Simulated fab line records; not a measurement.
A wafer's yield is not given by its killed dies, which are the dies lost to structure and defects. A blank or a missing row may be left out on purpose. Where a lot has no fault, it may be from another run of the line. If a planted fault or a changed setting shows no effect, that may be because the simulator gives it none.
Chamber matching | flow nand_harc | 4 sister chambers for NHARC_A_CHANNEL_HOLE_D1_ETCH_44 on rie_diel-07
The step etches the open film in CF4/O2, target depth 140 nm, overetch 14 nm, time 77 s. 18 wafers are shown with their chamber, then 9 later ones without.

WAFERS WITH THEIR CHAMBER
wafer  | chamber | drypump_motor_current_A (A) | run_length_s (s) | rf_vpp_V (V)
L814.1 | 1       | 5.9                         | 98.1             | 197.6
L814.5 | 3       | 6.2                         | 98.3             | 197.7
L814.6 | 0       | 5.8                         | 98.4             | 199.7
L815.4 | 2       | 5.5                         | 97.5             | 198.6
L815.5 | 0       | 5.8                         | 98.3             | 198.4
L815.6 | 1       | 6.0                         | 97.9             | 197.2
L816.1 | 3       | 6.2                         | 98.7             | 199.0
L816.2 | 1       | 6.0                         | 98.3             | 196.9
L816.3 | 2       | 5.5                         | 97.6             | 197.4
L817.1 | 1       | 5.9                         | 97.4             | 195.8
L817.4 | 3       | 6.2                         | 98.2             | 200.1
L817.5 | 1       | 6.0                         | 97.8             | 197.0
L821.1 | 2       | 5.5                         | 97.9             | 197.7
L821.5 | 0       | 5.7                         | 98.3             | 199.4
L821.6 | 1       | 5.9                         | 97.5             | 196.6
L825.2 | 2       | 5.5                         | 97.8             | 198.1
L825.4 | 3       | 6.2                         | 98.2             | 198.4
L825.6 | 3       | 6.2                         | 98.2             | 198.4

SIGNATURES (averages over the wafers above)
reading                 | chamber 0 | chamber 1 | chamber 2 | chamber 3 | scatter within a chamber
drypump_motor_current_A | 5.767     | 5.950     | 5.500     | 6.200     | 0.0393
run_length_s            | 98.333    | 97.833    | 97.700    | 98.320    | 0.252
rf_vpp_V                | 199.167   | 196.850   | 197.950   | 198.720   | 0.699
Rule: for each reading, subtract the chamber's mean from the wafer's reading, divide by that reading's scatter and square the result; add these up over the readings and take the root, which gives the wafer's distance from the chamber. If the next closest chamber is less than 2 further off than the closest, the wafer can't be placed; otherwise it belongs to the closest. How the scatter is found: for the shown wafers, subtract from each reading the mean of its chamber, square and add these, divide the total by (wafers less chambers), then take the root.

WAFERS WHOSE CHAMBER IS MISSING
wafer  | drypump_motor_current_A (A) | run_length_s (s) | rf_vpp_V (V)
L826.1 | 5.5                         | 97.8             | 198.8
L826.2 | 5.9                         | 97.7             | 197.4
L826.4 | 6.2                         | 98.4             | 199.6
L831.1 | 5.9                         | 97.6             | 196.8
L831.2 | 5.7                         | 98.7             | 199.2
L831.6 | 5.5                         | 97.6             | 199.1
L832.1 | 5.8                         | 98.9             | 199.3
L832.2 | 6.2                         | 98.0             | 199.3
L832.3 | 6.0                         | 98.1             | 196.2

CHAMBER TAKEN BY EACH
wafer  | from the rows above | in truth
L826.1 | 2                   | 2
L826.2 | 1                   | 1
L826.4 | 3                   | 3
L831.1 | 1                   | 1
L831.2 | 0                   | 0
L831.6 | 2                   | 2
L832.1 | 0                   | 0
L832.2 | 3                   | 3
L832.3 | 1                   | 1
9 of 9 placed correctly. From these rows, 0 cannot be placed. Placed wrongly: 0.
